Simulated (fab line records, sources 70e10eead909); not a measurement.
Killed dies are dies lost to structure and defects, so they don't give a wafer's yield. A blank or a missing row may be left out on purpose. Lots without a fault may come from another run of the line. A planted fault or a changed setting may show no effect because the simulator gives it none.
Which tool did it? | flow nand_harc | 11 lots, 33 wafers sampled, at 5 steps of a route of 1302

WHAT THE GAUGES READ, wafer by wafer
NHARC_A_SOURCE_PLATE_THK_MEAS_06: measures by ellipsometry. Usual: thk_nm 200.2 nm, standard deviation 2.1.
lot  | measured     | on            | thk_nm (nm)                         | flag
L299 | day 7 20:51  | film_metro-01 | 202.2 204.3 201.3                   |
L300 | day 8 07:22  | film_metro-02 | 196.6 198.4 198.6                   |
L301 | day 8 16:47  | film_metro-01 | 201.9 200.7 202.1                   |
L303 | day 9 09:11  | film_metro-02 | 200.6 200.9 202.3                   |
L304 | day 9 18:01  | film_metro-02 | 275.1 275.5 273.9 275.4 273.8 273.7 | OFF
L315 | day 14 17:31 | film_metro-01 | 201.2 202.8 204.3                   |
L316 | day 14 17:31 | film_metro-02 | 200.1 201.8 201.7                   |
L317 | day 15 00:57 | film_metro-02 | 197.7 199.2 200.3                   |
L318 | day 15 09:51 | film_metro-02 | 200.4 203.2 202.6                   |
L321 | day 16 21:06 | film_metro-01 | 197.3 193.3 196.6                   |
L322 | day 17 11:14 | film_metro-02 | 196.0 198.9 199.2                   |

WHICH TOOL RAN EACH LOT (tool, then ch and the chambers of the sampled wafers, then the start)
lot  | NHARC_P_BONDPAD_ETCH_24                       | NHARC_A_ZERO_WELL_DESCUM_12        | NHARC_A_ZERO_WELL_RTA_16         | NHARC_A_SOURCE_PLATE_CVD_03
L299 | rie_diel-08 ch 1,2,3, day 6 22:12 or earlier  | rie_diel-03 ch 1,2, day 6 22:12    | rtp_anneal-01 ch 0, day 6 23:20  | lpcvd_poly-04 ch 0, day 7 10:25
L300 | rie_diel-08 ch 0,1,2, day 7 10:41 or earlier  | rie_diel-03 ch 0,1,3, day 7 10:41  | rtp_anneal-01 ch 0, day 7 11:53  | lpcvd_poly-03 ch 0, day 7 21:25
L301 | rie_diel-02 ch 0,1,2, day 7 18:35 or earlier  | rie_diel-03 ch 0,2, day 7 18:35    | rtp_anneal-02 ch 0, day 7 19:40  | lpcvd_poly-02 ch 0, day 8 06:51
L303 | rie_diel-08 ch 0,2,3, day 8 10:43 or earlier  | rie_diel-03 ch 0,2,3, day 8 10:43  | rtp_anneal-02 ch 0, day 8 11:53  | lpcvd_poly-02 ch 0, day 8 21:56
L304 | rie_diel-02 ch 1,2,3, day 8 17:08 or earlier  | rie_diel-05 ch 0,1, day 8 17:08    | rtp_anneal-02 ch 0, day 8 18:15  | lpcvd_poly-04 ch 0, day 9 05:30
L315 | rie_diel-04 ch 0,1,2, day 13 20:16 or earlier | rie_diel-05 ch 0,1, day 13 20:16   | rtp_anneal-02 ch 0, day 13 21:23 | lpcvd_poly-04 ch 0, day 14 07:13
L316 | rie_diel-02 ch 1,3, day 13 17:37              | rie_diel-05 ch 1,3, day 13 21:13   | rtp_anneal-02 ch 0, day 13 22:22 | lpcvd_poly-04 ch 0, day 14 07:13
L317 | rie_diel-08 ch 2,3, day 14 03:53 or earlier   | rie_diel-03 ch 1,2,3, day 14 03:53 | rtp_anneal-02 ch 0, day 14 05:01 | lpcvd_poly-04 ch 0, day 14 14:32
L318 | rie_diel-02 ch 1,3, day 14 11:58 or earlier   | rie_diel-03 ch 0,1,2, day 14 11:58 | rtp_anneal-01 ch 0, day 14 13:04 | lpcvd_poly-04 ch 0, day 14 23:10
L321 | rie_diel-08 ch 0,2,3, day 15 23:39 or earlier | rie_diel-03 ch 0,1,2, day 15 23:39 | rtp_anneal-01 ch 0, day 16 00:47 | lpcvd_poly-03 ch 0, day 16 10:49
L322 | rie_diel-04 ch 0,1, day 16 10:05              | rie_diel-06 ch 0,2,3, day 16 13:43 | rtp_anneal-02 ch 0, day 16 14:49 | lpcvd_poly-04 ch 0, day 17 00:53
- NHARC_P_BONDPAD_ETCH_24: etches the open film in CF4/N2, target depth 30 nm, time 72.99 s.
- NHARC_A_ZERO_WELL_DESCUM_12: chemistry O2, time 3 s.
- NHARC_A_ZERO_WELL_RTA_16: time 10 s.
- NHARC_A_SOURCE_PLATE_CVD_03: deposits poly-Si, target thk 200 nm, time 4000 s.

WHAT THE TOOLS THEMSELVES READ (means of the sampled wafers that have a number; where no wafer has one, the mark that the record gives instead)
NHARC_P_BONDPAD_ETCH_24. Usual: drypump_motor_current_A 5.9 A, standard deviation 0.32; oes_product_au 1.001 a.u., standard deviation 0.0084; rf_vpp_V 314.1 V, standard deviation 2.5; showerhead_plenum_p_Torr 2.63 Torr, standard deviation 0.14; throttle_valve_pct 19.793 %, standard deviation 0.0089.
lot  | tool        | drypump_motor_current_A (A) | oes_product_au (a.u.) | rf_vpp_V (V) | showerhead_plenum_p_Torr (Torr) | throttle_valve_pct (%) | flag
L299 | rie_diel-08 | 5.6                         | 1.005                 | 312.7        | 2.59                            | 19.789                 |
L300 | rie_diel-08 | 5.7                         | 1.003                 | 314.1        | 2.59                            | 19.786                 |
L301 | rie_diel-02 | 6.1                         | 0.996                 | 314.8        | 2.68                            | 19.795                 |
L303 | rie_diel-08 | 5.6                         | 1.007                 | 312.6        | 2.58                            | 19.801                 |
L304 | rie_diel-02 | 6.1                         | 1.003                 | 317.0        | 2.79                            | 19.791                 |
L315 | rie_diel-04 | 6.0                         | 0.996                 | 314.7        | 2.64                            | 19.788                 |
L316 | rie_diel-02 | 6.0                         | 0.994                 | 317.9        | 2.79                            | 19.794                 |
L317 | rie_diel-08 | 5.4                         | 1.009                 | 315.7        | 2.67                            | 19.786                 |
L318 | rie_diel-02 | 6.0                         | 0.998                 | 316.2        | 2.79                            | 19.793                 |
L321 | rie_diel-08 | 5.6                         | 1.005                 | 312.8        | 2.58                            | 19.798                 |
L322 | rie_diel-04 | 5.7                         | 1.000                 | 316.1        | 2.70                            | 19.794                 |

NHARC_A_ZERO_WELL_DESCUM_12. Usual: drypump_motor_current_A 5.7 A, standard deviation 0.43; oes_product_au 1.004 a.u., standard deviation 0.011; rf_vpp_V 57.7 V, standard deviation 0.84; showerhead_plenum_p_Torr 1.92 Torr, standard deviation 0.082; throttle_valve_pct 11.310 %, standard deviation 0.009.
lot  | tool        | drypump_motor_current_A (A) | oes_product_au (a.u.) | rf_vpp_V (V) | showerhead_plenum_p_Torr (Torr) | throttle_valve_pct (%) | flag
L299 | rie_diel-03 | 5.9                         | 1.005                 | 57.6         | 2.00                            | 11.316                 |
L300 | rie_diel-03 | 5.6                         | 1.000                 | 57.8         | 1.91                            | 11.309                 |
L301 | rie_diel-03 | 5.6                         | 1.012                 | 57.3         | 1.89                            | 11.309                 |
L303 | rie_diel-03 | 5.5                         | 1.010                 | 57.3         | 1.92                            | 11.315                 |
L304 | rie_diel-05 | 6.0                         | 0.995                 | 58.0         | 1.96                            | 11.303                 |
L315 | rie_diel-05 | 6.0                         | 0.994                 | 58.4         | 1.96                            | 11.305                 |
L316 | rie_diel-05 | 5.7                         | 1.016                 | 57.4         | 1.81                            | 11.319                 |
L317 | rie_diel-03 | 5.7                         | 1.005                 | 58.5         | 1.97                            | 11.304                 |
L318 | rie_diel-03 | 5.8                         | 1.008                 | 58.2         | 1.94                            | 11.312                 |
L321 | rie_diel-03 | 5.8                         | 1.004                 | 58.0         | 1.94                            | 11.308                 |
L322 | rie_diel-06 | 5.4                         | 1.016                 | 58.3         | 1.93                            | 11.308                 |

NHARC_A_ZERO_WELL_RTA_16. Usual: lamp_power_pct 33.4 %, standard deviation 0.7; wafer_temp_C_max 1004.6, standard deviation 2.
lot  | tool          | lamp_power_pct (%) | wafer_temp_C_max | flag
L299 | rtp_anneal-01 | 34.2               | 1001.9           |
L300 | rtp_anneal-01 | 34.2               | 1002.7           |
L301 | rtp_anneal-02 | 32.8               | 1005.9           |
L303 | rtp_anneal-02 | 32.8               | 1005.9           |
L304 | rtp_anneal-02 | 32.8               | 1005.9           |
L315 | rtp_anneal-02 | 32.8               | 1005.8           |
L316 | rtp_anneal-02 | 32.8               | 1006.2           |
L317 | rtp_anneal-02 | 32.8               | 1006.2           |
L318 | rtp_anneal-01 | 34.2               | 1002.2           |
L321 | rtp_anneal-01 | 34.2               | 1002.5           |
L322 | rtp_anneal-02 | 32.8               | 1006.0           |

NHARC_A_SOURCE_PLATE_CVD_03. Usual: spike_tc_bottom_C 640 C, standard deviation 3; spike_tc_centre_C 619.7 C, standard deviation 0.92; spike_tc_lower_C 619.7 C, standard deviation 1.3; spike_tc_top_C 642.4 C, standard deviation 1.1; spike_tc_upper_C 620.4 C, standard deviation 1.2; tube_center_temp_C 620 C, standard deviation 0.06.
lot  | tool          | spike_tc_bottom_C (C) | spike_tc_centre_C (C) | spike_tc_lower_C (C) | spike_tc_top_C (C) | spike_tc_upper_C (C) | tube_center_temp_C (C) | flag
L299 | lpcvd_poly-04 | 643                   | 619.8                 | 619.4                | 642.0              | 620.1                | 620                    |
L300 | lpcvd_poly-03 | 636                   | 618.9                 | 619.5                | 642.2              | 620.0                | 620                    |
L301 | lpcvd_poly-02 | 637                   | 620.1                 | 621.0                | 643.2              | 619.6                | 620                    |
L303 | lpcvd_poly-02 | 638                   | 620.3                 | 622.1                | 642.8              | 620.2                | 620                    |
L304 | lpcvd_poly-04 | 657                   | 634.1                 | 632.8                | 655.6              | 633.6                | 634                    | OFF
L315 | lpcvd_poly-04 | 643                   | 619.6                 | 619.4                | 642.0              | 620.0                | 620                    |
L316 | lpcvd_poly-04 | 644                   | 618.8                 | 618.1                | 641.8              | 618.8                | 620                    |
L317 | lpcvd_poly-04 | 643                   | 619.5                 | 618.9                | 642.7              | 619.4                | 620                    |
L318 | lpcvd_poly-04 | 643                   | 619.8                 | 620.0                | 643.2              | 618.5                | 620                    |
L321 | lpcvd_poly-03 | 638                   | 619.4                 | 619.0                | 642.3              | 620.8                | 620                    |
L322 | lpcvd_poly-04 | 644                   | 620.3                 | 618.9                | 642.5              | 619.4                | 620                    |

THE ANSWER, worked out from the rows above alone
Rule: a lot is off if the mean of its wafers that have a number lies more than 3 standard deviations from the usual mean. A lot without any number at a reading at which 4 lots or more have one is off too. The other lots that the step has rows for count as sound. The gauges are gone through in route order, then the tools' own readings, and for those a lot's mean is taken as printed above. The first step at which some lot is off is used, and at that step the reading that is off furthest; a lot without a number counts as furthest.
Off: L304, at NHARC_A_SOURCE_PLATE_THK_MEAS_06 (thk_nm).
A tool fits if, at a process step before that reading, it ran every lot that is off, and no sound lot after the first of them. The gauges at NHARC_A_SOURCE_PLATE_THK_MEAS_06 aren't tried: what is off there is off at NHARC_A_SOURCE_PLATE_CVD_03 too, on other tools, and a gauge's error can't cause that. NHARC_P_BONDPAD_ETCH_24 gives no start for some lots, so the hours and the order of its lots are those of NHARC_A_ZERO_WELL_DESCUM_12. None of those tried fits.

WHAT THE SIMULATOR HAD PUT IN
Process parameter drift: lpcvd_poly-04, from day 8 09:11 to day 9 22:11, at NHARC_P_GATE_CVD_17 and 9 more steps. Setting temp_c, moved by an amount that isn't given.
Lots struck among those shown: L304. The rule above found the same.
